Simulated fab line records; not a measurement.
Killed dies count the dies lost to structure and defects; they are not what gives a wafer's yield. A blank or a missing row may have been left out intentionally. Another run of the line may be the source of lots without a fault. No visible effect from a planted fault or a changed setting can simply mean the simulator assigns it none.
A single fault, viewed from 2 desks ; flow nand_harc ; each desk holds nothing but its own numbers, with what lay behind them at the end

TOOL OWNER'S DESK, pecvd_onon-03
The tool's own readings at NHARC_A_ONON_D1_DEP_03 (target thk 1000 nm): means of the sampled wafers that have a number, for each lot that ran on this tool. If a lot's mean is further than 4 standard deviations from the usual mean, the lot is out of limits and carries the mark OUT (the distance appears in the brackets).
Columns: A = sih4_flow_sccm at NHARC_A_ONON_D1_DEP_03, usual 210.1 sccm
lot;first seen here;A
L111;day 8 20:58;210.6
L123;day 14 02:35;209.9
L126;day 15 05:03;209.6
L127;day 15 23:26;210.2
This desk found nothing out of limits on any of the 4 lots.

METROLOGY DESK
What the gauges read, lot by lot, whatever tool the lot ran on: means of the sampled wafers that have a number. If a lot's mean is further than 4 standard deviations from the usual mean, the lot is out of limits and carries the mark OUT (the distance appears in the brackets).
Columns: A = thk_nm at NHARC_A_SOURCE_PLATE_THK_MEAS_09, usual 9.4 nm; B = thk_nm at NHARC_A_ONON_D1_THK_MEAS_05, usual 998 nm; C = thk_nm at NHARC_A_ONON_D1_THK_MEAS_14, usual 999 nm; D = thk_nm at NHARC_A_ONON_D1_THK_MEAS_21, usual 1002 nm
lot;first seen here;A;B;C;D
L108;day 7 04:02;9.5;991;1016;1009
L110;day 7 23:28;9.8;1002;985;1007
L111;day 8 04:41;8.8;999;1007;1013
L112;day 8 15:40;9.5;995;997;1012
L113;day 9 01:53;9.6;993;995;1004
L115;day 10 01:46;8.8;1003;996;985
L116;day 10 09:42;8.9;993;997;1014
L118;day 11 09:54;10.0;1010;997;1009
L120;day 11 22:33;10.0;1003;1007;1008
L121;day 12 10:52;8.0;993;1000;990
L122;day 13 12:25;9.2;992;995;1003
L123;day 13 12:26;9.6;1019;1002;998
L126;day 14 15:14;9.3;455 (-55) OUT;-;-
L127;day 15 06:56;10.4;455 (-55) OUT;-;-
This desk finds L126, L127 out of limits, L126 being first, at day 15 05:34 (thk_nm at NHARC_A_ONON_D1_THK_MEAS_05). L108, L110, L111, L112, L113, L115, L116, L118, L120, L121, L122, L123: within limits.

TAKEN TOGETHER
At day 15 05:34 the metrology desk could have sounded an alarm, on L126, L127.
The tool owner's desk saw nothing out of limits.
On record at the tool owner's desk: L126, L127, within its limits.
Every lot named ran NHARC_A_ONON_D1_DEP_03 on pecvd_onon-03.

WHAT THE SIMULATOR PUT IN
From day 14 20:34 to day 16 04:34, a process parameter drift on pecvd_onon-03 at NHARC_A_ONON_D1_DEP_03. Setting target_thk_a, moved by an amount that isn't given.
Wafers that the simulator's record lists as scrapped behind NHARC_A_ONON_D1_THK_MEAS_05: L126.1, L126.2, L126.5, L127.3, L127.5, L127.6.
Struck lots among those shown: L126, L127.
Time in hours between the start of the fault and the first out-of-limits reading at each desk: metrology desk, 9.
